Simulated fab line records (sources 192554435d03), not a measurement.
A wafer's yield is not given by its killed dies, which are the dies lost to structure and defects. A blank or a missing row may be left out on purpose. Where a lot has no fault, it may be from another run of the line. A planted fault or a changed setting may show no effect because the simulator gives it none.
Which tool did it? ; flow n5 finfet ; 9 lots, 24 wafers sampled, at 7 steps of a route of 1938

WHAT THE GAUGES READ, wafer by wafer
N5_BEOL_M6_OVL_MEAS_12.
lot;measured;on;M6_OVL (nm)
L208;day 9 09:02;overlay-01;0.5 1.2 0.1
L212;day 10 03:15;overlay-02;0.1 -0.1 0.3
L222;day 12 16:49;overlay-01;-0.3 0.0 -0.4
L219;day 12 17:03;overlay-01;0.0 1.1 2.1
L221;day 13 01:29;overlay-01;0.9 -0.1 0.2
L226;day 14 13:11;overlay-02;-0.4 0.4
L229;day 15 12:35;overlay-02;0.1 -0.1
L228;day 15 12:46;overlay-01;0.4 0.6 0.4
L230;day 15 16:04;overlay-02;1.0 0.0

N5_BEOL_M6_OCD_MEAS_38.
lot;measured;on;trench depth nm (nm)
L208;day 9 11:46;ocd-02;98.2 94.5 94.0
L212;day 10 07:43;ocd-02;93.8 97.5 94.2
L222;day 12 21:07;ocd-02;86.8 85.1 89.0
L219;day 12 21:04;ocd-01;96.6 95.7 92.4
L221;day 13 03:49;ocd-02;86.0 89.6 89.4
L226;day 14 16:10;ocd-01;93.7 96.6
L229;day 15 15:58;ocd-01;94.0 93.8
L228;day 15 16:01;ocd-02;95.4 97.0 93.5
L230;day 15 17:43;ocd-01;96.1 92.9

N5_BEOL_M6_THK_MEAS_53: measures by xrf.
lot;measured;on;M6_THK (nm)
L208;day 9 14:09;film metro-01;84.7 80.2 78.2
L212;day 10 10:16;film metro-02;79.7 82.0 79.4
L222;day 13 01:25;film metro-01;72.3 72.9 73.4
L219;day 13 01:13;film metro-01;82.5 79.8 78.1
L221;day 13 08:01;film metro-01;71.5 75.2 76.6
L226;day 14 18:43;film metro-02;79.0 80.9
L229;day 15 18:39;film metro-02;80.3 80.5
L228;day 15 18:53;film metro-02;80.7 81.2 78.3
L230;day 15 21:44;film metro-01;81.6 78.8

N5_BEOL_M6_RS_MEAS_57: uses a four-point probe to measure.
lot;measured;on;M6_RS (ohm/sq)
L208;day 9 14:17;film metro-02;0.267 0.286 0.294
L212;day 10 10:23;film metro-02;0.286 0.276 0.286
L222;day 13 01:32;film metro-02;0.325 0.323 0.318
L219;day 13 01:20;film metro-01;0.275 0.287 0.294
L221;day 13 08:09;film metro-02;0.326 0.306 0.300
L226;day 14 18:50;film metro-02;0.290 0.282
L229;day 15 18:47;film metro-02;0.287 0.286
L228;day 15 19:01;film metro-02;0.283 0.283 0.295
L230;day 15 21:52;film metro-01;0.277 0.290

TOOL THAT RAN EACH LOT (tool first, then ch and the chambers of the sampled wafers, then the start)
lot;N5_BEOL_M6_VIA_ETCH_34;N5_BEOL_M6_STRIP_36;N5_BEOL_M6_TRENCH_ETCH_37
L208;rie diel-06 ch 0,2, day 9 11:31;rie diel-06 ch 0,2, day 9 11:34;rie diel-06 ch 0,2, day 9 11:37
L212;rie diel-06 ch 0,1,3, day 10 07:28;rie diel-06 ch 0,1,3, day 10 07:31;rie diel-06 ch 0,1,3, day 10 07:34
L222;rie diel-06 ch 1,2,3, day 12 20:52;rie diel-06 ch 1,2,3, day 12 20:55;rie diel-06 ch 1,2,3, day 12 20:58
L219;rie diel-05 ch 0,1,2, day 12 20:49;rie diel-05 ch 0,1,2, day 12 20:52;rie diel-05 ch 0,1,2, day 12 20:55
L221;rie diel-06 ch 0,1, day 13 03:35;rie diel-06 ch 0,1, day 13 03:38;rie diel-06 ch 0,1, day 13 03:40
L226;rie diel-04 ch 1,2, day 14 15:55;rie diel-04 ch 1,2, day 14 15:58;rie diel-04 ch 1,2, day 14 16:01
L229;rie diel-04 ch 0,1, day 15 15:43;rie diel-04 ch 0,1, day 15 15:46;rie diel-04 ch 0,1, day 15 15:49
L228;rie diel-06 ch 0,1,3, day 15 15:46;rie diel-06 ch 0,1,3, day 15 15:49;rie diel-06 ch 0,1,3, day 15 15:51
L230;rie diel-06 ch 1,2, day 15 17:28;rie diel-06 ch 1,2, day 15 17:32;rie diel-06 ch 1,2, day 15 17:34
- N5_BEOL_M6_VIA_ETCH_34: etches SiCOH lowk in C4F6/O2, target depth 126.3 nm, time 50.9 s.
- N5_BEOL_M6_STRIP_36: strips in N2/H2.
- N5_BEOL_M6_TRENCH_ETCH_37: etches SiCOH lowk in C4F6/O2, target depth 94.435 nm, time 31.5 s.

WHAT THE TOOLS THEMSELVES READ (means of the sampled wafers that have a number; where no wafer has one, the mark that the record gives instead)
N5_BEOL_M6_VIA_ETCH_34.
lot;tool;drypump motor current A (A);oes_ar_750_au (a.u.);oes product au (a.u.);rf fwd power W (W);rf vpp V (V);showerhead plenum p Torr (Torr);throttle valve pct (%)
L208;rie diel-06;5.2;0.76;0.76;340.2;666;2.86;20.63
L212;rie diel-06;5.9;0.80;0.80;340.8;664;2.91;20.98
L222;rie diel-06;5.6;0.81;0.81;342.6;674;2.82;20.75
L219;rie diel-05;5.6;0.83;0.82;341.3;669;2.88;20.84
L221;rie diel-06;5.8;0.81;0.81;340.4;659;2.92;21.01
L226;rie diel-04;5.8;0.73;0.73;341.4;685;2.88;20.88
L229;rie diel-04;5.3;0.72;0.72;343.4;692;2.88;20.73
L228;rie diel-06;5.9;0.76;0.76;341.3;662;2.89;21.05
L230;rie diel-06;5.4;0.80;0.81;342.4;683;2.74;20.63

N5_BEOL_M6_STRIP_36.
lot;tool;bias power w (W);drypump motor current A (A);h2 flow sccm (sccm);n2 flow sccm (sccm);oes product au (a.u.);rf vpp V (V);showerhead plenum p Torr (Torr);throttle valve pct (%)
L208;rie diel-06;7.024;5.2;200.2;200.2;0.76;59.6;2.57;23.49
L212;rie diel-06;6.978;5.9;200.0;199.7;0.81;60.1;2.60;23.70
L222;rie diel-06;7.003;5.6;199.9;199.9;0.80;59.4;2.52;23.47
L219;rie diel-05;6.982;5.6;200.1;199.4;0.83;58.7;2.56;23.27
L221;rie diel-06;7.022;5.8;199.3;200.4;0.83;59.5;2.60;23.81
L226;rie diel-04;6.975;5.9;199.9;200.7;0.72;60.4;2.58;23.80
L229;rie diel-04;7.014;5.3;199.9;200.0;0.72;58.9;2.56;23.57
L228;rie diel-06;6.995;5.9;200.0;199.6;0.77;57.8;2.58;23.75
L230;rie diel-06;6.999;5.3;199.7;199.4;0.79;58.3;2.45;23.39

N5_BEOL_M6_TRENCH_ETCH_37.
lot;tool;drypump motor current A (A);oes_ar_750_au (a.u.);oes product au (a.u.);rf fwd power W (W);rf vpp V (V);showerhead plenum p Torr (Torr);throttle valve pct (%)
L208;rie diel-06;5.2;0.75;0.76;339.6;668;2.86;20.68
L212;rie diel-06;5.9;0.80;0.81;338.9;664;2.91;21.02
L222;rie diel-06;5.6;0.73;0.77;279.5;747;2.82;20.75
L219;rie diel-05;5.6;0.83;0.82;340.5;669;2.88;20.86
L221;rie diel-06;5.8;0.73;0.78;276.9;729;2.92;21.03
L226;rie diel-04;5.9;0.73;0.73;339.3;685;2.88;20.91
L229;rie diel-04;5.3;0.72;0.72;340.9;693;2.88;20.77
L228;rie diel-06;5.9;0.76;0.76;339.1;663;2.89;21.09
L230;rie diel-06;5.4;0.80;0.81;341.2;682;2.74;20.66

THE ANSWER, worked out from the rows above alone
Rule: the usual values come from the lots themselves. The widest of any qualifying gaps counts: lots, ordered by their means at a reading, are off when they make up no more than a third of the lots, leave a main group of 4 or more, and stand apart from it by 3 or more times the standard deviation of that group's means. Not used: any main group whose means are identical at the precision the tables above print for the reading. A lot without any number at a reading at which 4 lots or more have one is off too. Where the step has rows for the other lots, those lots are counted as sound. After the gauges, taken in route order, come the tools' own readings; for these a lot's mean is taken, as printed above. At the first step where some lot is off, the reading lying furthest off is the one used; lots without a number count as furthest.
Off: L222, L221, at N5_BEOL_M6_OCD_MEAS_38 (trench depth nm). For the main group the mean is 94.9 nm and the standard deviation 0.52.
A tool fits if, at a process step before that reading, it ran every lot that is off, and no sound lot after the first of them. The gauges at N5_BEOL_M6_OCD_MEAS_38 aren't tried: what is off there is off at N5_BEOL_M6_THK_MEAS_53 too, on other tools, and a gauge's error can't cause that. No candidate that was tried fits.

WHAT THE SIMULATOR HAD INSERTED
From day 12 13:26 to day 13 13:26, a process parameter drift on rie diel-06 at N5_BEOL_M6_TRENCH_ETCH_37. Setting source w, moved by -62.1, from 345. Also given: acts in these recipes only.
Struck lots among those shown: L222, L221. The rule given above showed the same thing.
